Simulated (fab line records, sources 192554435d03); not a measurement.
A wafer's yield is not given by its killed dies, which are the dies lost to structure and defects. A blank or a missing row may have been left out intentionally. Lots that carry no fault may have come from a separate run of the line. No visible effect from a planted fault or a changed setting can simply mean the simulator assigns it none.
fab line records | flow n5-finfet
record lots=5 | wafers=14 | last-day=21
route steps=1938 shown BEOL_M1@758 BEOL_M4@1111
lots untouched by any fault: they come from a run of this same line in which no faults occurred
start-h: hours from the record's opening day to when the first of the lot's shown wafers began | wait-h: hours since the lot's step before | " repeats the value in the row above | L1.1+2: several wafers, shown together as one row | - no value present, or no start provided | * or withheld: withheld | < > ~ a bound
route shown NAME@n: names a module that has steps shown in the file, with the first one's number in the route | usual: mean/standard deviation taken from wafers without a fault | same: alike in all rows | chamber/n: place in a boat | sites: the reading at each site | _std_site: how widely they spread, as a standard deviation | _edge_site: the outer-site mean with the inner-site mean subtracted | radius-mm: for every site, how far away it sits from the centre of the wafer | mask NAME#n: copy n | behind: the tool/chamber that last shaped the wafer | hold: why the lot was held/for how many hours/how that ended | device: which transistor (n, p or np) failed to switch | end of line: the route-end tests of the same wafers | step lacking rows: just its recipe | killed: not the wafer's yield, but the dies lost to structure and defects at the first sort | map: a wafer's dies, marking killed ones x, the rest . and places with no die _
set.NAME: the setting the step ran with; set.NAME@STEP: the setting that earlier step ran with | model.NAME: the simulator's own value behind a step, which no gauge read
lots at some steps of the route; a table a step, a row a wafer
services: a tool's chamber out of use, with start hour (start-h, from the record's first day; less than 0 if before it), hours out, and reason
## steps
# step N5_BEOL_M1_COAT_05
# recipe resist=CAR-EUV | spin-rpm=1500 | resist-thk-nm=30
# step N5_BEOL_M1_EBR_07
# recipe solvent=PGMEA | ebr-width-mm=1.5
# step N5_BEOL_M1_SOFTBAKE_06
# recipe temp-c=110 | time-s=60 | resist=CAR-EUV
# step N5_BEOL_M1_EXPOSE_08
# recipe mask-id=M1 | na=0.33 | source-shape=dipole | sigma-inner=0.369 | sigma-outer=0.767 | polarization=unpolarized | dose-mj=33
# step N5_BEOL_M1_PEB_09
# recipe peb-temp-c=100 | peb-time-s=60 | resist=CAR-EUV
# step N5_BEOL_M1_DEVELOP_10
# recipe develop-time-s=30 | developer=TMAH | resist=CAR-EUV | rinse-liquid=surfactant-rinse | dry=air-spin | dev-temp-c=23
# step N5_BEOL_M1_CD_MEAS_11
# recipe target-cd-nm=17.05 | landing-energy-ev=500 | detector=se-inlens | polarity=opening
# usual cd-nm=16.98/0.26
lot.wafer | tool      | chamber | start-h | wait-h | cd-nm
L641.1    | cd-sem-03 | 0       | 135.20  | -      | 16.89
L641.5    | "         | 0       | "       | "      | 17.21
L641.6    | "         | 0       | "       | "      | 16.92
L645.1    | cd-sem-02 | 0       | 164.98  | -      | 16.80
L645.2    | "         | 0       | "       | "      | 16.45
L645.3    | "         | 0       | "       | "      | 17.07
L649.3    | cd-sem-03 | 0       | 172.57  | -      | 16.59
L649.5    | "         | 0       | "       | "      | 16.99
L660.1    | cd-sem-03 | 0       | 244.69  | -      | 17.09
L660.5    | "         | 0       | "       | "      | 17.00
L660.6    | "         | 0       | "       | "      | 17.36
L661.3    | cd-sem-01 | 0       | 259.88  | -      | 17.21
L661.4    | "         | 0       | "       | "      | 17.27
L661.5    | "         | 0       | "       | "      | 16.95
# step N5_BEOL_M1_OVL_MEAS_12
# recipe points-per-wafer=522
# usual M1_OVL=-0.3/0.61
lot.wafer | tool       | chamber | start-h | wait-h | M1_OVL[nm]
L641.1    | overlay-01 | 0       | 135.23  | 0.0    | 0.4
L641.5    | "          | 0       | "       | "      | 0.0
L641.6    | "          | 0       | "       | "      | -1.0
L645.1    | overlay-01 | 0       | 165.01  | 0.0    | 0.2
L645.2    | "          | 0       | "       | "      | -1.2
L645.3    | "          | 0       | "       | "      | -0.8
L649.3    | overlay-01 | 0       | 172.61  | 0.0    | -0.7
L649.5    | "          | 0       | "       | "      | -1.1
L660.1    | overlay-02 | 0       | 244.72  | 0.0    | 0.1
L660.5    | "          | 0       | "       | "      | -0.9
L660.6    | "          | 0       | "       | "      | 0.1
L661.3    | overlay-02 | 0       | 259.92  | 0.0    | 0.3
L661.4    | "          | 0       | "       | "      | 0.1
L661.5    | "          | 0       | "       | "      | 0.4
# step N5_BEOL_M1_INSPECT_13
# recipe mode=adi | inspect-instrument=brightfield
# usual raw-defect-count=422/100
lot.wafer | tool              | chamber | start-h | wait-h | raw-defect-count
L641.1    | defect-inspect-01 | -       | 135.29  | 0.1    | 413
L641.5    | "                 | -       | "       | "      | 523
L641.6    | "                 | -       | "       | "      | 527
L645.1    | defect-inspect-02 | -       | 165.07  | 0.1    | 468
L645.2    | "                 | -       | "       | "      | 578
L645.3    | "                 | -       | "       | "      | 429
L649.3    | defect-inspect-02 | -       | 172.66  | 0.0    | 518
L649.5    | "                 | -       | "       | "      | 442
L660.1    | defect-inspect-02 | -       | 244.78  | 0.1    | 677
L660.5    | "                 | -       | "       | "      | 442
L660.6    | "                 | -       | "       | "      | 499
L661.3    | defect-inspect-02 | -       | 259.97  | 0.0    | 373
L661.4    | "                 | -       | "       | "      | 535
L661.5    | "                 | -       | "       | "      | 328
# step N5_BEOL_M1_DESCUM_16
# recipe chemistry=O2 | time-s=7 | source-power-w=50 | bias-power-w=20 | pressure-mtorr=20 | rf-frequency-hz=2.712e+07 | temp-c=40 | resist=CAR-EUV | o2-flow-sccm=225
# usual drypump-motor-current-A=5.6/0.45 | oes-product-au=0.77/0.066 | rf-fwd-power-W=49.35/0.23 | rf-vpp-V=243.4/1.5 | showerhead-plenum-p-Torr=2.11/0.085 | throttle-valve-pct=20.44/0.2
# same time-s=7
lot.wafer | tool        | chamber | start-h | wait-h | drypump-motor-current-A | oes-product-au | rf-fwd-power-W | rf-hours-counter-h | rf-vpp-V | showerhead-plenum-p-Torr | throttle-valve-pct
L641.1    | rie-diel-02 | 3       | 136.02  | 0.7    | 5.7                     | 0.86           | 49.25          | 61                 | 243.0    | 2.02                     | 20.58
L641.5    | "           | 3       | "       | "      | 5.7                     | 0.86           | 49.36          | -                  | 241.4    | 2.02                     | 20.59
L641.6    | "           | 0       | "       | "      | 4.8                     | 0.71           | 49.09          | -                  | 240.9    | 1.99                     | 20.94
L645.1    | rie-diel-02 | 3       | 165.11  | 0.0    | 5.7                     | 0.86           | 49.20          | 71                 | 241.4    | 2.02                     | 20.60
L645.2    | "           | 0       | "       | "      | 4.8                     | 0.71           | 48.97          | 230                | 241.7    | 1.99                     | 20.96
L645.3    | "           | 1       | "       | "      | 6.4                     | 0.82           | 48.88          | 75                 | 246.2    | 2.23                     | 20.44
L649.3    | rie-diel-06 | 2       | 174.29  | 1.6    | 5.5                     | 0.71           | 49.31          | 214                | 242.8    | 2.06                     | 20.31
L649.5    | "           | 1       | "       | "      | 5.5                     | 0.82           | 49.51          | -                  | 244.4    | 2.21                     | 20.17
L660.1    | rie-diel-06 | 3       | 244.82  | 0.0    | 6.0                     | 0.93           | 49.46          | 21                 | 243.4    | 2.13                     | 20.30
L660.5    | "           | 2       | "       | "      | 5.6                     | 0.69           | 49.34          | -                  | 239.5    | 2.05                     | 20.35
L660.6    | "           | 1       | "       | "      | 5.6                     | 0.79           | 49.32          | -                  | 245.9    | 2.20                     | 20.21
L661.3    | rie-diel-02 | 3       | 260.00  | 0.0    | 5.7                     | 0.82           | 49.58          | 97                 | 241.6    | 2.01                     | 20.64
L661.4    | "           | 1       | "       | "      | 6.4                     | 0.80           | 49.03          | -                  | 244.7    | 2.23                     | 20.49
L661.5    | "           | 3       | "       | "      | 5.7                     | 0.82           | 49.34          | -                  | 240.9    | 2.01                     | 20.65
# step N5_BEOL_M1_ETCH_74
# recipe chemistry=N2/H2 | target=underlayer | target-depth-a=65 | mask-material=CAR-EUV | time-s=5.2 | ion-energy-ev=200 | pressure-mtorr=30 | source-w=840 | bias-w=150 | n2-flow-sccm=200 | h2-flow-sccm=200 | ends=cleared
# usual drypump-motor-current-A=5.6/0.45 | etch-rf-on-time-s=5.28/0.18 | h2-flow-sccm=200.0/0.6 | oes-product-au=0.66/0.058 | rf-fwd-power-W=819.2/2.7 | rf-vpp-V=524.6/3 | showerhead-plenum-p-Torr=2.57/0.094 | throttle-valve-pct=17.9/0.32
lot.wafer | tool        | chamber | start-h | wait-h | drypump-motor-current-A | etch-rf-on-time-s | h2-flow-sccm | oes-product-au | rf-fwd-power-W | rf-hours-counter-h | rf-vpp-V | showerhead-plenum-p-Torr | throttle-valve-pct
L641.1    | rie-diel-02 | 3       | 136.05  | 0.0    | 5.7                     | 5.40              | 199.5        | 0.72           | 821.3          | 61                 | 523.4    | 2.51                     | 18.5
L641.5    | "           | 3       | "       | "      | 5.7                     | 5.40              | 200.5        | 0.72           | 823.2          | -                  | 522.9    | 2.51                     | 18.4
L641.6    | "           | 0       | "       | "      | 4.8                     | 5.05              | 200.2        | 0.61           | 819.7          | -                  | 520.4    | 2.39                     | 18.3
L645.1    | rie-diel-02 | 3       | 165.14  | 0.0    | 5.7                     | 5.39              | 199.8        | 0.71           | 820.5          | 71                 | 522.3    | 2.50                     | 18.5
L645.2    | "           | 0       | "       | "      | 4.8                     | 5.08              | 200.8        | 0.61           | 815.8          | 230                | 521.9    | 2.39                     | 18.3
L645.3    | "           | 1       | "       | "      | 6.4                     | 5.44              | 200.6        | 0.68           | 820.1          | 75                 | 529.0    | 2.68                     | 17.6
L649.3    | rie-diel-06 | 2       | 174.33  | 0.0    | 5.5                     | 5.25              | 200.8        | 0.62           | 817.6          | 214                | 521.7    | 2.50                     | 17.8
L649.5    | "           | 1       | "       | "      | 5.6                     | 5.23              | 200.0        | 0.70           | 817.7          | -                  | 529.0    | 2.66                     | 17.4
L660.1    | rie-diel-06 | 3       | 244.85  | 0.0    | 6.1                     | 4.86              | 199.2        | 0.82           | 816.6          | 21                 | 526.3    | 2.59                     | 17.7
L660.5    | "           | 2       | "       | "      | 5.6                     | 5.38              | 198.9        | 0.59           | 819.3          | -                  | 524.4    | 2.49                     | 17.8
L660.6    | "           | 1       | "       | "      | 5.5                     | 5.27              | 200.5        | 0.68           | 821.0          | -                  | 526.4    | 2.65                     | 17.4
L661.3    | rie-diel-02 | 3       | 260.03  | 0.0    | 5.7                     | 5.39              | 200.0        | 0.69           | 817.2          | 97                 | 520.9    | 2.49                     | 18.5
L661.4    | "           | 1       | "       | "      | 6.4                     | 5.49              | 200.3        | 0.66           | 815.1          | -                  | 527.9    | 2.67                     | 17.7
L661.5    | "           | 3       | "       | "      | 5.7                     | 5.46              | 199.7        | 0.68           | 821.4          | -                  | 522.3    | 2.49                     | 18.5
# step N5_BEOL_M1_ETCH_63
# recipe chemistry=CF4 | target=SiARC | target-depth-a=156 | mask-material=CAR-EUV | time-s=26 | ion-energy-ev=80 | pressure-mtorr=40 | source-w=545 | bias-w=36 | Ar_flow_sccm=100 | cf4-flow-sccm=100 | ends=cleared
# usual drypump-motor-current-A=5.6/0.45 | etch-rf-on-time-s=26.5/0.84 | oes-product-au=0.66/0.058 | rf-fwd-power-W=532.0/2.1 | rf-vpp-V=184.4/1.3 | showerhead-plenum-p-Torr=2.16/0.076 | throttle-valve-pct=15.65/0.21
lot.wafer | tool        | chamber | start-h | wait-h | drypump-motor-current-A | etch-rf-on-time-s | oes-product-au | rf-fwd-power-W | rf-hours-counter-h | rf-vpp-V | showerhead-plenum-p-Torr | throttle-valve-pct
L641.1    | rie-diel-02 | 3       | 136.07  | 0.0    | 5.7                     | 27.2              | 0.72           | 532.0          | 61                 | 183.2    | 2.09                     | 15.79
L641.5    | "           | 3       | "       | "      | 5.7                     | 27.4              | 0.72           | 532.4          | -                  | 183.8    | 2.09                     | 15.81
L641.6    | "           | 0       | "       | "      | 4.8                     | 25.5              | 0.61           | 529.3          | -                  | 181.2    | 2.02                     | 16.00
L645.1    | rie-diel-02 | 3       | 165.16  | 0.0    | 5.7                     | 27.1              | 0.71           | 529.6          | 71                 | 184.0    | 2.08                     | 15.80
L645.2    | "           | 0       | "       | "      | 4.8                     | 25.4              | 0.61           | 532.9          | 230                | 183.0    | 2.01                     | 16.02
L645.3    | "           | 1       | "       | "      | 6.4                     | 27.1              | 0.69           | 531.2          | 75                 | 184.5    | 2.25                     | 15.49
L649.3    | rie-diel-06 | 2       | 174.34  | 0.0    | 5.6                     | 26.5              | 0.61           | 536.2          | 214                | 186.2    | 2.14                     | 15.64
L649.5    | "           | 1       | "       | "      | 5.5                     | 26.1              | 0.71           | 532.0          | -                  | 185.4    | 2.24                     | 15.24
L660.1    | rie-diel-06 | 3       | 244.87  | 0.0    | 6.1                     | 24.3              | 0.81           | 531.1          | 21                 | 184.3    | 2.18                     | 15.43
L660.5    | "           | 2       | "       | "      | 5.5                     | 27.0              | 0.60           | 535.4          | -                  | 183.3    | 2.13                     | 15.71
L660.6    | "           | 1       | "       | "      | 5.6                     | 26.2              | 0.68           | 529.5          | -                  | 184.7    | 2.23                     | 15.32
L661.3    | rie-diel-02 | 3       | 260.05  | 0.0    | 5.7                     | 27.1              | 0.68           | 530.2          | 97                 | 181.9    | 2.07                     | 15.85
L661.4    | "           | 1       | "       | "      | 6.4                     | 27.5              | 0.66           | 533.2          | -                  | 186.8    | 2.25                     | 15.52
L661.5    | "           | 3       | "       | "      | 5.7                     | 27.0              | 0.68           | 534.5          | -                  | 183.8    | 2.07                     | 15.86
# step N5_BEOL_M1_ETCH_64
# recipe chemistry=N2/H2 | target=SOC | target-depth-a=750 | overetch-a=150 | mask-material=SiARC | temp-c=40 | time-s=112.5 | ion-energy-ev=200 | pressure-mtorr=30 | source-w=840 | bias-w=150 | n2-flow-sccm=200 | h2-flow-sccm=200
# usual drypump-motor-current-A=5.6/0.46 | h2-flow-sccm=200.1/0.62 | oes-product-au=0.61/0.05 | rf-fwd-power-W=836.2/2.3 | rf-vpp-V=524.6/2.6 | showerhead-plenum-p-Torr=2.57/0.094 | throttle-valve-pct=17.9/0.32
lot.wafer | tool        | chamber | start-h | wait-h | drypump-motor-current-A | h2-flow-sccm | oes-product-au | rf-fwd-power-W | rf-hours-counter-h | rf-vpp-V | showerhead-plenum-p-Torr | throttle-valve-pct | model.SiARC_of_BEOL_M1_COAT_62.thk-nm
L641.1    | rie-diel-02 | 3       | 136.10  | 0.0    | 5.7                     | 199.8        | 0.68           | 840.7          | 61                 | 521.5    | 2.51                     | 18.4               | 6.6
L641.5    | "           | 3       | "       | "      | 5.7                     | 199.0        | 0.68           | 837.9          | -                  | 521.9    | 2.51                     | 18.4               | 6.6
L641.6    | "           | 0       | "       | "      | 4.8                     | 200.7        | 0.56           | 836.3          | -                  | 520.1    | 2.39                     | 18.3               | 6.4
L645.1    | rie-diel-02 | 3       | 165.19  | 0.0    | 5.7                     | 199.5        | 0.67           | 839.3          | 71                 | 521.0    | 2.50                     | 18.4               | 6.6
L645.2    | "           | 0       | "       | "      | 4.9                     | 200.0        | 0.54           | 830.8          | 230                | 520.1    | 2.39                     | 18.3               | 6.6
L645.3    | "           | 1       | "       | "      | 6.4                     | 200.2        | 0.66           | 834.9          | 75                 | 526.6    | 2.68                     | 17.6               | 7
L649.3    | rie-diel-06 | 2       | 174.37  | 0.0    | 5.6                     | 199.2        | 0.57           | 839.0          | 214                | 521.7    | 2.50                     | 17.7               | 7
L649.5    | "           | 1       | "       | "      | 5.5                     | 200.4        | 0.63           | 839.4          | -                  | 527.7    | 2.66                     | 17.3               | 6.4
L660.1    | rie-diel-06 | 3       | 244.90  | 0.0    | 6.1                     | 199.9        | 0.73           | 837.7          | 21                 | 526.9    | 2.59                     | 17.7               | 6.2
L660.5    | "           | 2       | "       | "      | 5.6                     | 200.9        | 0.56           | 837.5          | -                  | 522.1    | 2.49                     | 17.8               | 7.2
L660.6    | "           | 1       | "       | "      | 5.5                     | 199.7        | 0.64           | 832.6          | -                  | 527.3    | 2.65                     | 17.4               | 6.8
L661.3    | rie-diel-02 | 3       | 260.08  | 0.0    | 5.7                     | 199.0        | 0.65           | 833.3          | 97                 | 521.2    | 2.49                     | 18.5               | 6.8
L661.4    | "           | 1       | "       | "      | 6.4                     | 200.2        | 0.63           | 834.9          | -                  | 528.7    | 2.67                     | 17.6               | 7
L661.5    | "           | 3       | "       | "      | 5.7                     | 198.6        | 0.64           | 835.7          | -                  | 522.4    | 2.49                     | 18.5               | 6.8
# step N5_BEOL_M1_STRIP_65
# recipe chemistry=N2/H2 | temp-c=40 | n2-flow-sccm=200 | h2-flow-sccm=200 | rf-frequency-hz=6e+07
# step N5_BEOL_M1_STRIP_75
# recipe chemistry=N2/H2 | temp-c=40 | n2-flow-sccm=200 | h2-flow-sccm=200 | rf-frequency-hz=6e+07
# step N5_BEOL_M1_STRIP_66
# recipe chemistry=CF4 | resist=SiARC | power-w=300 | bias-power-w=75 | pressure-mtorr=50 | cf4-flow-sccm=150 | rf-frequency-hz=6e+07
# usual drypump-motor-current-A=5.6/0.45 | oes-product-au=0.77/0.063 | rf-fwd-power-W=292.5/0.91 | rf-vpp-V=271.4/1.6 | showerhead-plenum-p-Torr=1.81/0.063 | throttle-valve-pct=13.63/0.21
lot.wafer | tool        | chamber | start-h | wait-h | drypump-motor-current-A | oes-product-au | rf-fwd-power-W | rf-hours-counter-h | rf-vpp-V | showerhead-plenum-p-Torr | throttle-valve-pct
L641.1    | rie-diel-02 | 3       | 136.22  | 0.0    | 5.7                     | 0.85           | 292.1          | 61                 | 269.4    | 1.76                     | 13.79
L641.5    | "           | 3       | "       | "      | 5.7                     | 0.85           | 291.6          | -                  | 270.6    | 1.76                     | 13.76
L641.6    | "           | 0       | "       | "      | 4.8                     | 0.69           | 293.8          | -                  | 269.7    | 1.69                     | 14.01
L645.1    | rie-diel-02 | 3       | 165.31  | 0.0    | 5.7                     | 0.84           | 292.9          | 71                 | 271.2    | 1.76                     | 13.80
L645.2    | "           | 0       | "       | "      | 4.8                     | 0.69           | 293.8          | 230                | 269.4    | 1.69                     | 14.05
L645.3    | "           | 1       | "       | "      | 6.4                     | 0.82           | 292.0          | 75                 | 272.6    | 1.89                     | 13.47
L649.3    | rie-diel-06 | 2       | 174.50  | 0.0    | 5.5                     | 0.72           | 292.0          | 214                | 271.3    | 1.79                     | 13.63
L649.5    | "           | 1       | "       | "      | 5.6                     | 0.83           | 292.6          | -                  | 272.6    | 1.88                     | 13.27
L660.1    | rie-diel-06 | 3       | 245.02  | 0.0    | 6.1                     | 0.91           | 292.8          | 21                 | 272.3    | 1.82                     | 13.33
L660.5    | "           | 2       | "       | "      | 5.5                     | 0.70           | 293.2          | -                  | 271.4    | 1.79                     | 13.70
L660.6    | "           | 1       | "       | "      | 5.5                     | 0.80           | 291.2          | -                  | 273.3    | 1.88                     | 13.33
L661.3    | rie-diel-02 | 3       | 260.20  | 0.0    | 5.7                     | 0.81           | 291.8          | 97                 | 270.7    | 1.75                     | 13.87
L661.4    | "           | 1       | "       | "      | 6.4                     | 0.79           | 292.1          | -                  | 272.4    | 1.89                     | 13.52
L661.5    | "           | 3       | "       | "      | 5.7                     | 0.81           | 290.8          | -                  | 270.0    | 1.75                     | 13.83
# step N5_BEOL_M1_HM_OPEN_17
# recipe chemistry=Cl2/BCl3 | target-depth-a=200 | overetch-a=60 | target=TiN | mask-material=SOC | ion-energy-ev=150 | pressure-mtorr=10 | icp-w=1000 | bias-w=126 | Cl2_flow_sccm=53.25 | bcl3-flow-sccm=21.75 | Ar_flow_sccm=25
# usual drypump-motor-current-A=6.1/0.43 | oes-product-au=0.70/0.12 | rf-fwd-power-W=993/3.9 | throttle-valve-pct=22.0/0.31
lot.wafer | tool         | chamber | start-h | wait-h | drypump-motor-current-A | oes-product-au | rf-fwd-power-W | rf-hours-counter-h | throttle-valve-pct | model.etch.depth-nm
L641.1    | rie-metal-01 | 0       | 136.26  | 0.0    | 6.0                     | 0.85           | 1002           | 0                  | 22.0               | 19.97
L641.5    | "            | 0       | "       | "      | 6.0                     | 0.85           | 997            | -                  | 22.0               | 20.1
L641.6    | "            | 1       | "       | "      | 6.7                     | 0.54           | 987            | -                  | 22.7               | 20.05
L645.1    | rie-metal-03 | 0       | 165.35  | 0.0    | 6.2                     | 0.81           | 995            | 1                  | 22.0               | 20.05
L645.2    | "            | 1       | "       | "      | 5.6                     | 0.62           | 994            | 72                 | 21.6               | 20.2
L645.3    | "            | 1       | "       | "      | 5.6                     | 0.62           | 996            | -                  | 21.6               | 20.05
L649.3    | rie-metal-01 | 1       | 174.57  | 0.1    | 6.7                     | 0.53           | 992            | -                  | 22.7               | 20.02
L649.5    | "            | 0       | "       | "      | 6.0                     | 0.78           | 993            | -                  | 22.0               | 19.18
L660.1    | rie-metal-02 | 1       | 245.07  | 0.0    | 5.7                     | 0.75           | 995            | 18                 | 22.0               | 20.18
L660.5    | "            | 0       | "       | "      | 6.6                     | 0.77           | 989            | -                  | 21.8               | 20.17
L660.6    | "            | 1       | "       | "      | 5.7                     | 0.75           | 995            | -                  | 22.0               | 20.21
L661.3    | rie-metal-03 | 1       | 260.28  | 0.1    | 5.6                     | 0.61           | 997            | -                  | 21.6               | 20.49
L661.4    | "            | 0       | "       | "      | 6.2                     | 0.75           | 989            | -                  | 22.0               | 20.37
L661.5    | "            | 0       | "       | "      | 6.2                     | 0.74           | 992            | -                  | 22.0               | 19.97
# step N5_BEOL_M1_STRIP_19
# recipe chemistry=O2 | power-w=400 | temp-c=40 | pressure-mtorr=30 | rf-frequency-hz=6e+07 | bias-power-w=0 | overash-fraction=0.2 | o2-flow-sccm=225
# usual drypump-motor-current-A=5.6/0.48 | oes-product-au=0.76/0.062 | rf-vpp-V=3.6/0.49 | showerhead-plenum-p-Torr=2.10/0.09 | throttle-valve-pct=16.70/0.19
# same overash-fraction=0.2
lot.wafer | tool        | chamber | start-h | wait-h | drypump-motor-current-A | oes-product-au | rf-hours-counter-h | rf-vpp-V | showerhead-plenum-p-Torr | throttle-valve-pct
L641.1    | rie-diel-02 | 0       | 136.39  | 0.1    | 4.9                     | 0.71           | 219                | 3.7      | 1.99                     | 17.18
L641.5    | "           | 1       | "       | "      | 6.4                     | 0.84           | -                  | 3.7      | 2.24                     | 16.63
L641.6    | "           | 2       | "       | "      | 5.0                     | 0.73           | -                  | 2.8      | 2.17                     | 16.73
L645.1    | rie-diel-05 | 3       | 165.46  | 0.1    | 5.7                     | 0.72           | 162                | 3.2      | 1.99                     | 16.52
L645.2    | "           | 0       | "       | "      | 5.0                     | 0.73           | 163                | 3.8      | 2.01                     | 16.80
L645.3    | "           | 1       | "       | "      | 5.6                     | 0.72           | 192                | 2.7      | 2.14                     | 16.66
L649.3    | rie-diel-05 | 1       | 174.76  | 0.2    | 5.6                     | 0.72           | 195                | 3.3      | 2.13                     | 16.70
L649.5    | "           | 0       | "       | "      | 5.0                     | 0.72           | -                  | 2.7      | 2.01                     | 16.82
L660.1    | rie-diel-05 | 1       | 245.18  | 0.1    | 5.6                     | 0.70           | 221                | 3.9      | 2.13                     | 16.72
L660.5    | "           | 3       | "       | "      | 5.8                     | 0.71           | -                  | 3.3      | 1.99                     | 16.55
L660.6    | "           | 2       | "       | "      | 6.1                     | 0.76           | -                  | 3.7      | 2.19                     | 16.56
L661.3    | rie-diel-02 | 1       | 260.36  | 0.1    | 6.4                     | 0.80           | 101                | 3.9      | 2.23                     | 16.71
L661.4    | "           | 2       | "       | "      | 5.0                     | 0.72           | -                  | 4.5      | 2.16                     | 16.78
L661.5    | "           | 1       | "       | "      | 6.4                     | 0.79           | -                  | 3.5      | 2.23                     | 16.70
# step N5_BEOL_M4_RC_MEAS_101
# usual DIBL_N=36.1/2.3 | DIBL_P=36/3.2 | IOFF_N=0.16/0.045 | IOFF_P=0.21/0.049 | ION_N=674/14 | ION_P=462/8.4 | SS_N=71.6/0.83 | SS_P=73.2/0.87 | VT_N=249/3.8 | VT_P=-250/3.4
lot.wafer | tool      | chamber | start-h | wait-h | DIBL_N[mV/V] | DIBL_P[mV/V] | IOFF_N[nA/um] | IOFF_P[nA/um] | ION_N[uA/um] | ION_P[uA/um] | SS_N[mV/dec] | SS_P[mV/dec] | VT_N[mV] | VT_P[mV]
L641.1    | prober-01 | 0       | 271.70  | 0.0    | 37.5         | 40           | 0.19          | 0.26          | 696          | 476          | 72.0         | 74.0         | 245      | -246
L641.5    | "         | 0       | "       | "      | 34.7         | 36           | 0.13          | 0.20          | 669          | 470          | 70.9         | 72.6         | 248      | -248
L641.6    | "         | 0       | "       | "      | 33.6         | 34           | 0.12          | 0.17          | 655          | 450          | 71.6         | 72.8         | 253      | -251
L645.1    | prober-02 | 0       | 288.86  | 0.0    | 36.4         | 36           | 0.17          | 0.19          | 671          | 448          | 72.1         | 73.3         | 252      | -253
L645.2    | "         | 0       | "       | "      | 38.2         | 38           | 0.19          | 0.24          | 677          | 459          | 72.6         | 73.5         | 250      | -251
L645.3    | "         | 0       | "       | "      | 35.8         | 36           | 0.16          | 0.20          | 672          | 458          | 72.1         | 73.1         | 252      | -251
L649.3    | prober-01 | 0       | 313.76  | 0.3    | 30.9         | 30           | 0.09          | 0.14          | 657          | 456          | 69.4         | 71.8         | 254      | -252
L649.5    | "         | 0       | "       | "      | 32.1         | 31           | 0.10          | 0.15          | 642          | 447          | 71.7         | 72.7         | 258      | -252
L660.1    | prober-02 | 0       | 358.67  | 0.0    | 37.4         | 39           | 0.19          | 0.23          | 695          | 472          | 72.0         | 74.2         | 244      | -251
L660.5    | "         | 0       | "       | "      | 40.1         | 41           | 0.24          | 0.29          | 685          | 475          | 72.7         | 74.1         | 244      | -246
L660.6    | "         | 0       | "       | "      | 37.9         | 39           | 0.18          | 0.22          | 685          | 469          | 72.5         | 73.3         | 247      | -252
L661.3    | prober-02 | 0       | 389.14  | 0.3    | 34.9         | 37           | 0.16          | 0.24          | 673          | 466          | 71.2         | 73.5         | 247      | -246
L661.4    | "         | 0       | "       | "      | 33.5         | 35           | 0.15          | 0.21          | 674          | 465          | 71.0         | 72.2         | 247      | -249
L661.5    | "         | 0       | "       | "      | 39.4         | 42           | 0.26          | 0.34          | 691          | 476          | 72.0         | 74.5         | 243      | -242
## services
tool         | chamber | start-h | hours | kind
rie-metal-01 | 0       | 116.17  | -     | clean
rie-metal-01 | 0       | 116.17  | 14.7  | scheduled-down
rie-metal-03 | 0       | 127.76  | -     | clean
rie-metal-03 | 0       | 127.76  | 21.4  | scheduled-down
rie-metal-03 | 0       | 127.76  | 21.4  | vent-cycle
rie-diel-06  | 3       | 141.41  | 1.3   | repair
rie-diel-06  | 3       | 156.83  | 2.9   | repair
rie-diel-06  | 3       | 159.87  | -     | clean
rie-diel-06  | 3       | 159.87  | -     | consumable-replace:focus-ring
rie-diel-06  | 3       | 159.87  | 22.0  | scheduled-down
rie-diel-06  | 3       | 159.87  | 22.0  | vent-cycle
rie-diel-02  | -       | 169.40  | 14.6  | pm
rie-diel-05  | 3       | 183.44  | 8.8   | repair
rie-diel-02  | -       | 192.18  | 1.3   | repair
rie-metal-01 | -       | 210.33  | 1.8   | repair
rie-diel-02  | 2       | 210.62  | 5.7   | repair
rie-diel-06  | 0       | 211.17  | 17.1  | repair
rie-diel-05  | 3       | 216.50  | 6.9   | repair
rie-diel-02  | 0       | 239.75  | -     | clean
rie-diel-02  | 0       | 239.75  | -     | consumable-replace:focus-ring
rie-diel-02  | 0       | 239.75  | -     | consumable-replace:showerhead
rie-diel-02  | 0       | 239.75  | 23.9  | scheduled-down
rie-diel-02  | 0       | 239.75  | 23.9  | vent-cycle
rie-diel-06  | -       | 246.41  | 0.3   | repair
## key
first-sign none at tools or gauges
model-effect step=N5_BEOL_M1_ETCH_64 | value=SiARC_of_BEOL_M1_COAT_62.thk-nm | without=6.8 | struck=6.4
model-effect step=N5_BEOL_M1_HM_OPEN_17 | value=etch.depth-nm | without=19.75 | struck=19.18
met-at N5_BEOL_M1_ETCH_64
struck-wafers L649.5
fault kind=process-parameter-drift | tool=rie-diel-06 | chamber=- | onset-h=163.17 | steps=N5_BEOL_M1_ETCH_64 | channel=time-s | offset=* | shape=step | end-h=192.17 | scope=struck-wafers-only | acts-in=* | stated=*
